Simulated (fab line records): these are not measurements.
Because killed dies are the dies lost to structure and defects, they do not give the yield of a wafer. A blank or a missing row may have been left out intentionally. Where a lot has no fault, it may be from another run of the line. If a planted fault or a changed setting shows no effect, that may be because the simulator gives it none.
Matching of chambers :: flow n5Finfet :: 4 sister chambers for N5_BEOL_M12_ETCH_38 on rieDiel-01
The step etches SiCN in CF4/N2, target depth 68.7 nm, time 73.4 s. 4 wafers are shown with their chamber, then 9 later ones without.

## EACH WAFER AND ITS CHAMBER
wafer: L078.2
chamber: 2
showerheadPlenumPTorr (Torr): 2.35

wafer: L081.2
chamber: 1
showerheadPlenumPTorr (Torr): 2.09

wafer: L087.4
chamber: 3
showerheadPlenumPTorr (Torr): 2.27

wafer: L087.5
chamber: 0
showerheadPlenumPTorr (Torr): 2.23

## WAFERS WHOSE CHAMBER IS MISSING
wafer: L089.3
showerheadPlenumPTorr (Torr): 2.27

wafer: L089.4
showerheadPlenumPTorr (Torr): 2.23

wafer: L089.6
showerheadPlenumPTorr (Torr): 2.34

wafer: L091.2
showerheadPlenumPTorr (Torr): 2.23

wafer: L091.3
showerheadPlenumPTorr (Torr): 2.34

wafer: L091.5
showerheadPlenumPTorr (Torr): 2.23

wafer: L097.2
showerheadPlenumPTorr (Torr): 2.33

wafer: L097.3
showerheadPlenumPTorr (Torr): 2.27

wafer: L097.4
showerheadPlenumPTorr (Torr): 2.35

## THE CHAMBER EACH PASSED THROUGH
wafer: L089.3
from the rows above: 3
in truth: 3

wafer: L089.4
from the rows above: 0
in truth: 0

wafer: L089.6
from the rows above: 2
in truth: 2

wafer: L091.2
from the rows above: 0
in truth: 0

wafer: L091.3
from the rows above: 2
in truth: 2

wafer: L091.5
from the rows above: 0
in truth: 0

wafer: L097.2
from the rows above: 2
in truth: 2

wafer: L097.3
from the rows above: 3
in truth: 3

wafer: L097.4
from the rows above: 2
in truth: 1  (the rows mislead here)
Correct placement for 8 of the 9. Left unplaced by these rows: 0. Placed wrongly: 1.
How it was worked out, from the rows above alone: a wafer's distance from a chamber is the root of the sum, over the readings, of the square of ((its reading less the chamber's mean) divided by the reading's scatter). The wafer belongs to the nearest chamber; if the next one is less than 2 further off, it can't be placed. Each chamber's mean is taken over the wafers shown for it. The scatter: root of mean squared gap, hidden wafer to nearest shown wafer, with one shown wafer a chamber.
